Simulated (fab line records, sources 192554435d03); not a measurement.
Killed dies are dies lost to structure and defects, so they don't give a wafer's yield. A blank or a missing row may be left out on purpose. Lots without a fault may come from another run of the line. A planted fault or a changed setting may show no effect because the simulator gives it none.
A struck lot beside a sound one | flow n5_finfet | 32 steps out of a route of 1938
Sound: wafers L356.1, L356.2, L356.3. Struck: wafers L348.3, L348.5, L348.6. The cause comes at the end.
At each step with rows: each side's tool, then ch and its chambers, then its first start. Under that, the readings that differ: sound wafers | struck wafers | difference of the means | sigmas: that difference in standard deviations of wafers without a fault.
alike: readings whose means differ by less than 2 such deviations, and words and numbers that are the same on both sides. not compared: withheld readings, readings that some wafer has no value for, bounds like >300 that may hide the same value, and numbers for which the record gives no deviation and whose values overlap.
The two part at a step that has a row with sigmas, a row that says differs or no value, or rows on one side only. Numbers that don't overlap but have no deviation are shown without sigmas and don't part them. A reading that every wafer of one side lacks parts them only if that side has two wafers or more.

first, 10 steps without rows for these wafers: N5_SD_EPI_P_SRD_20 (time 30 s); N5_SD_EPI_P_PRECLEAN_51 (cleans in NF3:NH3, afs cycles 1, time 20 s, sublimation time 60 s); N5_SD_EPI_P_VAPOR_ETCH_44 (etches SiGe30 in NF3/Ar, time 3.3 s); N5_SD_EPI_P_EPI_21 (deposits SiGe:B, time 355 s); N5_SD_EPI_P_HM_STRIP_48 (strips SiNx in H3PO4, material SiNx, target depth 3 nm); N5_SD_EPI_P_SRD_49 (time 30 s); N5_SD_EPI_P_PRECLEAN_24 (cleans in O3/DIW, time 45 s); N5_SD_EPI_P_PRECLEAN_32 (cleans in dHF, time 10 s); N5_SD_EPI_P_PRECLEAN_33 (cleans in SC2, time 45 s); N5_SD_EPI_P_SRD_25 (time 30 s).
N5_SD_ACTIVATION_RTA_00: time 0 s.
  sound on rtp_anneal-02 ch 0, day 9 04:25; struck on rtp_anneal-01 ch 0, day 7 02:35
  reading             | sound             | struck            | difference | sigmas
  lamp_power_pct (%)  | 9.00 9.00 8.97    | 8.51 8.59 8.60    | -0.42      | -7
  lamp_zone_1_pct (%) | 8.928 8.947 8.925 | 8.577 8.599 8.553 | -0.357     | -13
  lamp_zone_2_pct (%) | 8.889 8.948 8.947 | 8.607 8.576 8.525 | -0.359     | -13
  lamp_zone_3_pct (%) | 8.987 8.952 8.930 | 8.568 8.512 8.590 | -0.400     | -13
  lamp_zone_4_pct (%) | 8.944 8.956 8.950 | 8.542 8.549 8.558 | -0.400     | -15
  lamp_zone_5_pct (%) | 8.897 8.974 8.952 | 8.530 8.538 8.572 | -0.394     | -14
  lamp_zone_6_pct (%) | 8.900 8.874 8.906 | 8.487 8.526 8.518 | -0.383     | -14
  lamp_zone_7_pct (%) | 9.358 9.345 9.353 | 8.912 8.892 8.988 | -0.421     | -17
  alike: wafer_temp_C_max
then, 19 steps without rows for these wafers: N5_SD_ACTIVATION_LSA_01 (time 0.0008 s); N5_ILD0_LINER_00 (material SiNx, target thk 4 nm, pulse time 1 s, purge time 2 s); N5_ILD0_FCVD_FILL_01 (material SiO2 flowable, target thk 200 nm, time 328.3 s); N5_ILD0_CURE_02 (time 1800 s); N5_ILD0_CMP_03 (polishes, stops on SiNx, t overpolish 1.9 s, target thk 197.38 nm); N5_ILD0_CMP_07 (polishes SiO2 flowable, stops on poly-Si, t overpolish 1.18 s, target thk 138.88 nm); N5_ILD0_PRECLEAN_10 (cleans in NF3:NH3, afs cycles 5, time 20 s, sublimation time 60 s); N5_ILD0_ALD_15 (deposits SiNx, target thk 24 nm, pulse time 1 s, ald cycles 480); N5_ILD0_CMP_12 (polishes SiNx, stops on poly-Si, t overpolish 6 s, target thk 17.67 nm); N5_SDB_HM_DEP_00 (deposits SiNx from SiH4/NH3/N2, target thk 40 nm, time 35.3 s); N5_SDB_COAT_03 (time 60 s, resist thk 100 nm); N5_SDB_COAT_04 (time 60 s, resist thk 18 nm); N5_SDB_COAT_05 (resist thk 90 nm); N5_SDB_EBR_07; N5_SDB_SOFTBAKE_06 (time 60 s); N5_SDB_EXPOSE_08 (exposes mask SDB); N5_SDB_PEB_09 (peb time 60 s); N5_SDB_DEVELOP_10 (develop time 30 s); N5_SDB_DESCUM_16 (chemistry O2, time 7.9 s).
-- the record jumps here: 8 days lie between the struck wafers' starts before and after (it left off in module SDB and takes up again in module BEOL_M4, whose first step shown is number 1111 of the route) --
N5_BEOL_M4_RC_MEAS_101:
  sound on prober-01 ch 0, day 17 09:47; struck on prober-01 ch 0, day 15 09:01
  reading         | sound             | struck            | difference | sigmas
  ION_N (uA/um)   | 675 690 678       | 643 661 624       | -38        | -3
  ION_P (uA/um)   | 466 463 463       | 446 455 439       | -17        | -2
  REXT_N (ohm.um) | 79.4 78.9 77.9    | 88.2 88.1 90.7    | +10.3      | +6
  REXT_P (ohm.um) | 100.1 102.3 100.6 | 111.0 109.1 110.9 | +9.3       | +4
  alike: DIBL_N, DIBL_P, IOFF_N, IOFF_P, SS_N, SS_P, VT_N, VT_P
-- the record jumps here: 5 days lie between the struck wafers' starts before and after (it left off in module BEOL_M4 and takes up again in module PASSIVATION, whose first step shown is number 1936 of the route) --
N5_PASSIVATION_PROBE_49:
  sound on prober-02, day 22 02:46; struck on prober-02, day 20 11:42
  reading              | sound    | struck     | difference | sigmas
  killed_at_M0_to_M3   | 41 66 57 | 34 33 19   | -26        | -2
  sort_bin_8_speed (%) | 0 0 0    | 0.2 0 15.0 | +5.1       | +12
  alike: defect_limited_yield, killed_at_M4_up, killed_at_contacts, killed_at_front_end, killed_at_other, killed_dies, killed_open, killed_short, sort_bin_5_function, sort_bin_6_memory, sort_n_pass, sort_yield_pct

WHERE THEY PART
First at N5_SD_ACTIVATION_RTA_00; last, within this record, at N5_PASSIVATION_PROBE_49.

WHY: what the simulator had put in
Process parameter drift: rtp_anneal-01, from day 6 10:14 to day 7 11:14, at N5_SD_ACTIVATION_RTA_00. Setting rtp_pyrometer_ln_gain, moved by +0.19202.
